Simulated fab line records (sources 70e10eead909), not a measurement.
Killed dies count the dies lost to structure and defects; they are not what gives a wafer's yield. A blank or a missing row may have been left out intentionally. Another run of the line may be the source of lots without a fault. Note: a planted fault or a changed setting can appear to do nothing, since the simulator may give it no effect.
Matching of chambers	flow nand harc	NHARC_A_STAIRCASE_DEP_259 on pecvd-01: 3 sister chambers
The step deposits SiON, target thk 30 nm. 16 wafers are shown with their chamber, then 8 later ones without.

WAFERS PAIRED WITH THEIR CHAMBERS
wafer	chamber	showerhead vpp V (V)	heater power w (W)	heater power outer w (W)
L079.2	2	1204	633	441
L079.3	1	1100	608	325
L079.6	1	1106	600	330
L080.2	2	1206	630	430
L080.4	0	1196	844	520
L080.6	1	1102	664	384
L082.1	2	1229	533	364
L082.3	1	1070	597	340
L082.5	2	1202	537	365
L083.1	0	1192	846	526
L083.3	2	1239	594	414
L083.5	0	1203	862	538
L084.1	0	1190	929	589
L084.2	2	1232	629	433
L084.6	2	1231	604	411
L087.2	1	1113	686	407

SIGNATURES, as means of the wafers listed above
reading	chamber 0	chamber 1	chamber 2	scatter within a chamber
showerhead vpp V	1195.25	1098.20	1220.43	14.3
heater power w	870.25	631.00	594.29	41.8
heater power outer w	543.25	357.20	408.29	33.1
Rule: distance of a wafer from a chamber = root of the sum over the readings of ((wafer's reading minus chamber's mean) / reading's scatter) squared. If the next closest chamber is less than 2 further off than the closest, the wafer can't be placed; otherwise it belongs to the closest. The scatter: take each reading less its chamber's mean, square it, sum over the shown wafers, divide by the number of wafers less the number of chambers, and take the root.

WAFERS WITH NO CHAMBER GIVEN
wafer	showerhead vpp V (V)	heater power w (W)	heater power outer w (W)
L087.4	1189	917	591
L087.5	1110	662	398
L088.2	1195	626	425
L088.3	1098	679	397
L088.6	1196	879	545
L095.1	1188	804	512
L095.3	1237	548	375
L095.6	1218	559	372

WHICH CHAMBER EACH ONE RAN IN
wafer	from the rows above	in truth
L087.4	0	0
L087.5	1	1
L088.2	2	2
L088.3	1	1
L088.6	0	0
L095.1	0	0
L095.3	2	2
L095.6	2	2
Placed correctly: 8 of 8. From these rows, 0 cannot be placed. 0 placed wrongly.
